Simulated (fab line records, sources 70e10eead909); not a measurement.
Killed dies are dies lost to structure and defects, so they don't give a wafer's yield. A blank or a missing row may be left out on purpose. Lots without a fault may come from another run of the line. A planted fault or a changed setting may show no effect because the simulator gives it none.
fab line records | flow nand_harc | part 1 of 2: steps 1 to 33 of 43
record lots=5 wafers=15 last_day=33
route steps=1302 shown P_GATE@193 P_CONTACT@217
lots that met no fault: from a run of the same line without faults
start_h: hours from the record's first day to the start of the lot's first wafer shown | wait_h: hours since the lot's step before | " the same as in the row above | L1.1+2: a row that stands for several wafers | - no value, or no start given | * or withheld: withheld | < > ~ a bound
route shown NAME@n: a module of which the file shows steps, and the number in the route of the first | usual: mean/standard deviation of fault-free wafers | same: alike in all rows | chamber/n: place in a boat | sites: the reading at each site | _std_site: their standard deviation | _edge_site: outer sites' mean less inner sites' | radius_mm: how far each site lies from the wafer's centre | mask NAME#n: copy n | behind: the tool/chamber that last shaped the wafer | hold: why the lot was held/for how many hours/how that ended | device: the transistor (n, p or np) that didn't switch | end of line: the same wafers' tests at the end of the route | a step without rows: its recipe alone | killed: dies lost to structure and defects at the first sort, not the wafer's yield | map: a wafer's dies, x killed, . not, _ none there
set.NAME: the setting as run; set.NAME@STEP: as run at that earlier step | model.NAME: the simulator's own value behind a step, which no gauge read
lots at some steps of the route; a table a step, a row a wafer
services: from which hour (start_h, from the record's first day; less than 0 if before it) a tool's chamber was out of use, for how many hours, and why
## steps
# step NHARC_P_GATE_HMDS_84
# recipe time_s=30
# columns lot.wafer tool chamber start_h wait_h
L083.2+4+6 litho_track-03 0 - -
L087.3+4+6 litho_track-02 0 - -
L088.2+5+6 litho_track-03 0 - -
L089.2+3+4 litho_track-07 0 - -
L097.1+5+6 litho_track-07 0 - -
# step NHARC_P_GATE_COAT_85
# recipe spin_rpm=3000
# columns lot.wafer tool chamber start_h wait_h
L083.2+4+6 litho_track-03 0 - -
L087.3+4+6 litho_track-02 0 - -
L088.2+5+6 litho_track-03 0 - -
L089.2+3+4 litho_track-07 0 - -
L097.1+5+6 litho_track-07 0 - -
# step NHARC_P_GATE_SOFTBAKE_86
# recipe temp_c=122 time_s=95
# columns lot.wafer tool chamber start_h wait_h
L083.2+4+6 litho_track-03 0 - -
L087.3+4+6 litho_track-02 0 - -
L088.2+5+6 litho_track-03 0 - -
L089.2+3+4 litho_track-07 0 - -
L097.1+5+6 litho_track-07 0 - -
# step NHARC_P_GATE_EBR_87
# columns lot.wafer tool chamber start_h wait_h
L083.2+4+6 litho_track-03 0 - -
L087.3+4+6 litho_track-02 0 - -
L088.2+5+6 litho_track-03 0 - -
L089.2+3+4 litho_track-07 0 - -
L097.1+5+6 litho_track-07 0 - -
# step NHARC_P_GATE_EXPOSE_88
# recipe na=0.6 target_cd_nm=2000 dose_mj=11.87 mask_id=P_HVN
# columns lot.wafer tool chamber start_h wait_h mask
L083.2+4+6 krf_scanner-01 0 197.48 - P_HVN#0
L087.3+4+6 krf_scanner-02 0 241.14 - P_HVN#0
L088.2+5+6 krf_scanner-04 0 255.46 - P_HVN#0
L089.2+3+4 krf_scanner-01 0 274.78 - P_HVN#0
L097.1+5+6 krf_scanner-04 0 339.46 - P_HVN#0
# step NHARC_P_GATE_PEB_89
# recipe peb_temp_c=118 peb_time_s=85
# columns lot.wafer tool chamber start_h wait_h
L083.2+4+6 litho_track-07 0 197.55 0.1
L087.3+4+6 litho_track-02 0 241.20 0.1
L088.2+5+6 litho_track-03 0 255.52 0.1
L089.2+3+4 litho_track-03 0 274.84 0.1
L097.1+5+6 litho_track-02 0 339.53 0.1
# step NHARC_P_GATE_DEVELOP_90
# recipe time_s=70
# columns lot.wafer tool chamber start_h wait_h
L083.2+4+6 litho_track-07 0 - -
L087.3+4+6 litho_track-02 0 - -
L088.2+5+6 litho_track-03 0 - -
L089.2+3+4 litho_track-03 0 - -
L097.1+5+6 litho_track-02 0 - -
# step NHARC_P_GATE_CD_MEAS_91
# recipe target_cd_nm=2000 landing_energy_ev=500
# usual cd_nm=1998.5/2.1
# columns lot.wafer tool chamber start_h wait_h cd_nm
L083.2 cd_sem-03 0 197.64 - 1998.0
L083.4 " 0 " " 1997.1
L083.6 " 0 " " 2000.4
L087.3 cd_sem-02 0 241.29 - 1998.2
L087.4 " 0 " " 1995.7
L087.6 " 0 " " 1998.2
L088.2 cd_sem-03 0 255.61 - 1998.8
L088.5 " 0 " " 1997.0
L088.6 " 0 " " 2001.2
L089.2 cd_sem-01 0 274.93 - 2001.1
L089.3 " 0 " " 1997.2
L089.4 " 0 " " 1997.5
L097.1 cd_sem-02 0 339.62 - 1999.5
L097.5 " 0 " " 1998.9
L097.6 " 0 " " 1999.0
# step NHARC_P_GATE_HARDBAKE_92
# recipe temp_c=125 time_s=80
# columns lot.wafer tool chamber start_h wait_h
L083.2+4+6 litho_track-03 0 197.72 -
L087.3+4+6 litho_track-02 0 241.37 -
L088.2+5+6 litho_track-03 0 255.69 -
L089.2+3+4 litho_track-07 0 275.01 -
L097.1+5+6 litho_track-03 0 339.70 -
# step NHARC_P_GATE_DESCUM_93
# recipe time_s=3 o2_flow_sccm=200 ar_flow_sccm=0 bias_power_w=0 chemistry=O2
# usual drypump_motor_current_A=5.7/0.5 oes_product_au=0.998/0.013 rf_vpp_V=58.0/0.94 showerhead_plenum_p_Torr=1.95/0.098 throttle_valve_pct=11.312/0.0088
# columns lot.wafer tool chamber start_h wait_h drypump_motor_current_A oes_product_au rf_hours_counter_h rf_vpp_V showerhead_plenum_p_Torr throttle_valve_pct
L083.4 rie_diel-09 1 197.81 - 5.2 1.003 2 59.1 2.06 11.316
L083.2 " 2 " " 6.7 1.004 3 58.9 1.87 11.330
L083.6 " 1 " " 5.2 0.996 - 59.3 2.06 11.317
L087.4 rie_diel-08 2 241.47 - 6.5 1.016 2 57.2 1.98 11.313
L087.3 " 3 " " 6.3 0.997 1 58.2 2.01 11.324
L087.6 " 1 " " 5.9 1.000 - 56.4 1.81 11.304
L088.2 rie_diel-10 3 255.78 - 5.8 0.993 0 58.6 1.90 11.322
L088.5 " 2 " " 4.8 0.991 - 58.1 1.82 11.309
L088.6 " 3 " " 5.7 0.997 - 58.7 1.90 11.294
L089.2 rie_diel-09 1 275.09 - 5.2 0.988 7 59.2 2.06 11.321
L089.3 " 0 " " 5.9 1.006 8 57.9 2.02 11.323
L089.4 " 1 " " 5.2 0.989 - 58.7 2.06 11.316
L097.1 rie_diel-09 3 339.78 - 5.3 0.980 1 56.5 2.01 11.316
L097.6 " 0 " " 5.9 1.028 - 57.6 2.02 11.317
L097.5 " 2 " " 6.7 0.999 - 57.9 1.86 11.305
# step NHARC_P_GATE_IMPLANT_94
# recipe energy_kev=60 dose_cm2=2e+15 tilt_deg=7
# usual beam_on_s=21.7/1.6
# columns lot.wafer tool chamber start_h wait_h beam_on_s
L083.2 implanter-02 0 197.97 0.1 19.9
L083.4 " 0 " " 20.6
L083.6 " 0 " " 20.5
L087.3 implanter-01 0 241.66 0.2 23.6
L087.4 " 0 " " 23.6
L087.6 " 0 " " 23.4
L088.2 implanter-02 0 255.95 0.2 19.9
L088.5 " 0 " " 20.1
L088.6 " 0 " " 19.6
L089.2 implanter-02 0 275.29 0.2 20.2
L089.3 " 0 " " 20.4
L089.4 " 0 " " 19.7
L097.1 implanter-02 0 339.95 0.2 20.4
L097.5 " 0 " " 20.5
L097.6 " 0 " " 19.7
# step NHARC_P_GATE_STRIP_113
# recipe power_w=1500 temp_c=110 time_s=740 chemistry=N2/H2
# usual drypump_motor_current_A=5.7/0.49 heater_power_w=94/15
# columns lot.wafer tool chamber start_h wait_h drypump_motor_current_A heater_power_w rf_hours_counter_h
L083.2 plasma_asher-01 1 198.31 0.3 5.4 115 5
L083.4 " 0 " " 6.3 75 -
L083.6 " 0 " " 6.3 75 -
L087.4 plasma_asher-01 0 242.06 0.3 6.3 75 -
L087.3 " 1 " " 5.4 113 -
L087.6 " 1 " " 5.4 118 -
L088.2 plasma_asher-01 1 256.14 0.2 5.4 111 19
L088.5 " 1 " " 5.4 114 -
L088.6 " 0 " " 6.3 74 -
L089.2 plasma_asher-02 1 275.60 0.3 5.0 88 2
L089.4 " 0 " " 6.0 100 -
L089.3 " 1 " " 5.0 90 -
L097.1 plasma_asher-02 1 340.29 0.3 5.0 92 16
L097.6 " 0 " " 6.1 97 -
L097.5 " 1 " " 5.0 91 -
# step NHARC_P_GATE_STRIP_95
# recipe power_w=1500 temp_c=250 chemistry=O2
# usual drypump_motor_current_A=5.7/0.49 heater_power_w=353/55
# columns lot.wafer tool chamber start_h wait_h drypump_motor_current_A heater_power_w rf_hours_counter_h
L083.2 plasma_asher-01 1 198.92 0.5 5.4 419 6
L083.4 " 0 " " 6.3 283 -
L083.6 " 0 " " 6.3 272 -
L087.4 plasma_asher-01 0 242.56 0.4 6.3 285 -
L087.3 " 1 " " 5.4 427 -
L087.6 " 1 " " 5.4 404 -
L088.2 plasma_asher-01 1 256.83 0.6 5.4 431 20
L088.5 " 1 " " 5.4 428 -
L088.6 " 0 " " 6.3 282 -
L089.2 plasma_asher-02 1 276.20 0.5 5.0 343 3
L089.4 " 0 " " 6.0 370 -
L089.3 " 1 " " 5.0 339 -
L097.1 plasma_asher-02 1 340.90 0.5 5.0 341 17
L097.6 " 0 " " 6.1 371 -
L097.5 " 1 " " 5.0 334 -
# step NHARC_P_GATE_STRIP_96
# recipe time_s=900 temp_c=130 chemistry=SPM
# columns lot.wafer tool chamber start_h wait_h
L083.6+4+2 wet_bench-07 1,2,5 199.13 0.2
L087.3+6+4 wet_bench-03 3,4,6 242.75 0.2
L088.2+6+5 wet_bench-07 1,3,5 257.05 0.2
L089.2+3+4 wet_bench-03 3,5,6 276.42 0.2
L097.1+6+5 wet_bench-03 7,0,4 341.10 0.2
# step NHARC_P_GATE_RTA_64
# recipe temp_c=1050 time_s=1
# usual anneal_temp_c_max=1056.0/1.6 lamp_power_pct=36.3/1.3 lamp_zone_1_pct=36.3/1.3 wafer_temp_C_max=1055.7/1.2
# columns lot.wafer tool chamber start_h wait_h anneal_temp_c_max lamp_power_pct lamp_zone_1_pct wafer_temp_C_max
L083.2 rtp_anneal-02 0 199.50 - 1055.8 37.6 37.7 1056.7
L083.4 " 0 " " 1059.0 37.7 37.6 1055.5
L083.6 " 0 " " 1055.9 37.7 37.6 1055.4
L087.3 rtp_anneal-01 0 243.15 - 1055.4 34.9 34.9 1056.3
L087.4 " 0 " " 1055.0 34.9 34.9 1057.6
L087.6 " 0 " " 1055.0 34.9 34.9 1054.9
L088.2 rtp_anneal-02 0 257.43 - 1056.3 37.7 37.7 1057.1
L088.5 " 0 " " 1055.7 37.7 37.7 1056.2
L088.6 " 0 " " 1056.6 37.7 37.7 1054.7
L089.2 rtp_anneal-01 0 276.78 - 1055.2 34.9 35.0 1056.2
L089.3 " 0 " " 1054.5 35.0 35.0 1054.7
L089.4 " 0 " " 1055.9 35.0 35.0 1054.0
L097.1 rtp_anneal-01 0 341.45 - 1055.3 35.0 35.0 1053.5
L097.5 " 0 " " 1056.1 35.0 35.1 1055.0
L097.6 " 0 " " 1055.9 35.1 35.0 1053.8
# step NHARC_P_GATE_ETCH_77
# recipe target_depth_a=60 chemistry=dHF material=SiO2
# columns lot.wafer tool chamber start_h wait_h
L083.2+4+6 wet_bench-02 5,6,7 199.67 0.1
L087.4+6+3 wet_bench-02 6,1,2 243.30 0.1
L088.2+6+5 wet_bench-03 0,2,3 257.60 0.1
L089.2+4+3 wet_bench-07 7,1,4 276.95 0.1
L097.1+6+5 wet_bench-02 0,4,5 341.65 0.2
# step NHARC_P_GATE_DEGAS_109
# recipe temp_c=300 time_s=60
# usual heater_power_w=494/43
# columns lot.wafer tool chamber start_h wait_h heater_power_w
L083.4 pvd_sputter-01 - 199.78 0.1 523
L083.2 " - " " 501
L083.6 " - " " 467
L087.4 pvd_sputter-02 - 243.41 0.1 426
L087.3 " - " " 540
L087.6 " - " " 503
L088.2 pvd_sputter-01 - 257.71 0.1 520
L088.5 " - " " 530
L088.6 " - " " 463
L089.3 pvd_sputter-03 - 277.06 0.1 483
L089.4 " - " " 377
L089.2 " - " " 542
L097.1 pvd_sputter-01 - 341.76 0.1 455
L097.5 " - " " 532
L097.6 " - " " 460
# step NHARC_P_GATE_PRE_CLEAN_110
# recipe time_s=30 bias_v=200 gas=Ar
# columns lot.wafer tool chamber start_h wait_h
L083.2+4+6 pvd_sputter-01 - - -
L087.3+4+6 pvd_sputter-02 - - -
L088.2+6+5 pvd_sputter-01 - - -
L089.4+3+2 pvd_sputter-03 - - -
L097.1+6+5 pvd_sputter-01 - - -
# step NHARC_P_GATE_SPUTTER_78
# recipe target_thk_a=100 material=Ni
# columns lot.wafer tool chamber start_h wait_h
L083.2+4+6 pvd_sputter-01 - - -
L087.3+4+6 pvd_sputter-02 - - -
L088.2+5+6 pvd_sputter-01 - - -
L089.3+4+2 pvd_sputter-03 - - -
L097.1+6+5 pvd_sputter-01 - - -
# step NHARC_P_GATE_SPUTTER_79
# recipe target_thk_a=100 material=TiN
# columns lot.wafer tool chamber start_h wait_h
L083.4+2+6 pvd_sputter-01 - - -
L087.3+4+6 pvd_sputter-02 - - -
L088.2+6+5 pvd_sputter-01 - - -
L089.2+3+4 pvd_sputter-03 - - -
L097.1+6+5 pvd_sputter-01 - - -
# step NHARC_P_GATE_RTA_80
# recipe temp_c=300 time_s=30
# usual anneal_temp_c_max=301.7/0.42 lamp_power_pct=2.15/0.078 lamp_zone_1_pct=2.15/0.079 wafer_temp_C_max=301.6/0.36
# columns lot.wafer tool chamber start_h wait_h anneal_temp_c_max lamp_power_pct lamp_zone_1_pct wafer_temp_C_max
L083.2 rtp_anneal-01 0 200.10 - 301.2 2.09 2.09 301.6
L083.4 " 0 " " 301.2 2.08 2.09 301.3
L083.6 " 0 " " 301.1 2.09 2.09 301.7
L087.3 rtp_anneal-01 0 243.77 - 301.8 2.09 2.10 302.2
L087.4 " 0 " " 301.9 2.09 2.09 301.3
L087.6 " 0 " " 301.3 2.09 2.10 301.8
L088.2 rtp_anneal-01 0 258.03 - 301.6 2.09 2.09 300.9
L088.5 " 0 " " 301.3 2.09 2.09 301.0
L088.6 " 0 " " 301.7 2.09 2.09 301.4
L089.2 rtp_anneal-01 0 277.38 - 301.5 2.09 2.09 301.9
L089.3 " 0 " " 301.2 2.09 2.09 301.6
L089.4 " 0 " " 301.4 2.09 2.09 301.3
L097.1 rtp_anneal-01 0 342.05 - 301.5 2.09 2.09 302.0
L097.5 " 0 " " 301.6 2.08 2.09 301.5
L097.6 " 0 " " 301.4 2.09 2.08 301.4
# step NHARC_P_GATE_STRIP_67
# recipe time_s=600 temp_c=130 chemistry=SPM
# columns lot.wafer tool chamber start_h wait_h
L083.4+2+6 wet_bench-03 1,3,6 200.27 0.1
L087.6+4+3 wet_bench-03 7,0,1 243.92 0.0
L088.5+2+6 wet_bench-03 0,1,4 258.20 0.1
L089.2+3+4 wet_bench-02 6,2,3 277.56 0.1
L097.5+6+1 wet_bench-02 2,5,6 342.28 0.1
# step NHARC_P_GATE_RTA_82
# recipe temp_c=450 time_s=30
# usual anneal_temp_c_max=452.4/0.57 lamp_power_pct=4.18/0.13 lamp_zone_1_pct=4.18/0.14 wafer_temp_C_max=452.3/0.5
# columns lot.wafer tool chamber start_h wait_h anneal_temp_c_max lamp_power_pct lamp_zone_1_pct wafer_temp_C_max
L083.2 rtp_anneal-01 0 200.67 - 451.4 4.10 4.10 452.0
L083.4 " 0 " " 452.5 4.10 4.11 452.2
L083.6 " 0 " " 452.1 4.10 4.11 452.0
L087.3 rtp_anneal-01 0 244.23 - 451.9 4.10 4.10 452.0
L087.4 " 0 " " 452.5 4.11 4.11 452.1
L087.6 " 0 " " 451.9 4.11 4.10 451.9
L088.2 rtp_anneal-02 0 258.49 - 452.9 4.42 4.42 452.6
L088.5 " 0 " " 452.2 4.42 4.42 452.5
L088.6 " 0 " " 452.8 4.42 4.42 453.4
L089.2 rtp_anneal-01 0 277.85 - 452.0 4.11 4.10 451.1
L089.3 " 0 " " 452.6 4.10 4.11 452.3
L089.4 " 0 " " 452.3 4.10 4.10 452.7
L097.1 rtp_anneal-01 0 342.67 - 452.7 4.10 4.11 451.2
L097.5 " 0 " " 452.4 4.10 4.11 451.9
L097.6 " 0 " " 453.1 4.11 4.11 453.2
# step NHARC_P_GATE_INSPECT_68
# usual raw_defect_count=200/67
# columns lot.wafer tool chamber start_h wait_h raw_defect_count
L083.2 defect_inspect-01 - 200.85 0.1 158
L083.4 " - " " 259
L083.6 " - " " 296
L087.3 defect_inspect-01 - 244.37 0.1 180
L087.4 " - " " 433
L087.6 " - " " 227
L088.2 defect_inspect-01 - 258.66 0.1 99
L088.5 " - " " 180
L088.6 " - " " 338
L089.2 defect_inspect-01 - 278.02 0.1 109
L089.3 " - " " 160
L089.4 " - " " 128
L097.1 defect_inspect-02 - 342.87 0.2 239
L097.5 " - " " 455
L097.6 " - " " 232
# step NHARC_P_CONTACT_DEP_30
# recipe target_thk_a=300 temp_c=400 target_thk_nm=30 flow_sccm=200 rf_w=450 material=SiNx
# usual heater_power_w=692/95 rf_fwd_power_W=449.1/1.3
# columns lot.wafer tool chamber start_h wait_h heater_power_w rf_fwd_power_W
L083.2 pecvd-02 2 200.91 0.1 613 450.7
L083.4 " 2 " " 629 447.5
L083.6 " 1 " " 744 448.6
L087.3 pecvd-02 1 244.51 0.1 656 450.3
L087.6 " 2 " " 712 448.3
L087.4 " 0 " " 797 451.5
L088.2 pecvd-01 1 258.73 0.1 685 448.7
L088.5 " 2 " " 742 448.9
L088.6 " 0 " " 711 448.6
L089.3 pecvd-01 1 278.09 0.1 641 449.8
L089.2 " 0 " " 733 451.7
L089.4 " 0 " " 725 450.5
L097.1 pecvd-02 1 342.98 0.1 587 446.5
L097.6 " 0 " " 922 448.3
L097.5 " 2 " " 638 450.5
# step NHARC_P_CONTACT_DEP_00
# recipe target_thk_a=5000 temp_c=400 pressure_torr=6.5 rf_w=900 teos_flow_sccm=161.4 flow_sccm=2650 target_thk_nm=500 gas=O2 material=SiO2
# usual heater_power_w=534/97 rf_fwd_power_W=898.2/2.7 throttle_valve_pct=15.9/0.55
# columns lot.wafer tool chamber start_h wait_h heater_power_w rf_fwd_power_W throttle_valve_pct
L083.2 pecvd-02 2 - - 536 896.1 15.5
L083.4 " 2 " " 555 892.7 15.6
L083.6 " 1 " " 554 898.7 16.1
L087.3 pecvd-02 1 - - 426 895.3 15.7
L087.6 " 2 " " 458 896.7 15.0
L087.4 " 0 " " 663 904.1 15.1
L088.2 pecvd-01 1 - - 491 897.1 16.6
L088.5 " 2 " " 492 897.9 15.6
L088.6 " 0 " " 533 899.7 15.9
L089.3 pecvd-01 1 - - 534 897.9 16.8
L089.2 " 0 " " 537 898.8 16.1
L089.4 " 0 " " 548 897.8 15.7
L097.1 pecvd-02 1 - - 438 898.3 16.0
L097.6 " 0 " " 747 899.3 15.5
L097.5 " 2 " " 455 898.1 15.5
# step NHARC_P_CONTACT_CMP_01
# recipe target_thk_nm=200 material=SiO2
# usual edge_zone_pressure_frac=1.000/0.0046 motor_current_A=12.0/1.2
# columns lot.wafer tool chamber start_h wait_h edge_zone_pressure_frac motor_current_A
L083.2 cmp-04 3 201.68 - 1.001 12.9
L083.4 " 0 " " 1.010 10.9
L083.6 " 2 " " 1.005 10.0
L087.4 cmp-04 3 245.17 - 0.996 13.5
L087.3 " 1 " " 0.998 13.3
L087.6 " 2 " " 0.999 9.9
L088.2 cmp-02 0 259.49 - 1.007 11.9
L088.5 " 2 " " 0.993 11.7
L088.6 " 3 " " 1.004 11.5
L089.2 cmp-02 3 278.80 - 0.996 11.7
L089.4 " 0 " " 1.006 11.8
L089.3 " 1 " " 1.000 13.8
L097.1 cmp-02 2 343.71 - 0.991 11.2
L097.6 " 0 " " 1.001 11.9
L097.5 " 1 " " 1.004 13.8
# step NHARC_P_CONTACT_SRD_03
# columns lot.wafer tool chamber start_h wait_h
L083.4+6+2 wet_bench-06 7,0,1 201.93 0.0
L087.3+6+4 wet_bench-09 7,0,1 245.45 0.0
L088.6+5+2 wet_bench-06 5,0,1 259.73 0.0
L089.4+2+3 wet_bench-09 0,2,3 279.10 0.0
L097.5+6+1 wet_bench-09 3,5,6 343.95 0.0
# step NHARC_P_CONTACT_DEHYDRATE_04
# recipe temp_c=150 time_s=120
# columns lot.wafer tool chamber start_h wait_h
L083.2+4+6 litho_track-04 0 202.00 0.1
L087.3+4+6 litho_track-04 0 245.52 0.1
L088.2+5+6 litho_track-04 0 259.82 0.1
L089.2+3+4 litho_track-01 0 279.18 0.1
L097.1+5+6 litho_track-06 0 344.04 0.1
# step NHARC_P_CONTACT_HMDS_05
# recipe time_s=30
# columns lot.wafer tool chamber start_h wait_h
L083.2+4+6 litho_track-04 0 - -
L087.3+4+6 litho_track-04 0 - -
L088.2+5+6 litho_track-04 0 - -
L089.2+3+4 litho_track-01 0 - -
L097.1+5+6 litho_track-06 0 - -
# step NHARC_P_CONTACT_COAT_33
# recipe temp_c=260 time_s=75
# columns lot.wafer tool chamber start_h wait_h
L083.2+4+6 litho_track-04 0 - -
L087.3+4+6 litho_track-04 0 - -
L088.2+5+6 litho_track-04 0 - -
L089.2+3+4 litho_track-01 0 - -
L097.1+5+6 litho_track-06 0 - -
# step NHARC_P_CONTACT_COAT_34
# recipe temp_c=225 time_s=65
# columns lot.wafer tool chamber start_h wait_h
L083.2+4+6 litho_track-04 0 - -
L087.3+4+6 litho_track-04 0 - -
L088.2+5+6 litho_track-04 0 - -
L089.2+3+4 litho_track-01 0 - -
L097.1+5+6 litho_track-06 0 - -
# step NHARC_P_CONTACT_COAT_06
# recipe spin_rpm=1500 resist_thk_nm=90
# columns lot.wafer tool chamber start_h wait_h
L083.2+4+6 litho_track-04 0 - -
L087.3+4+6 litho_track-04 0 - -
L088.2+5+6 litho_track-04 0 - -
L089.2+3+4 litho_track-01 0 - -
L097.1+5+6 litho_track-06 0 - -
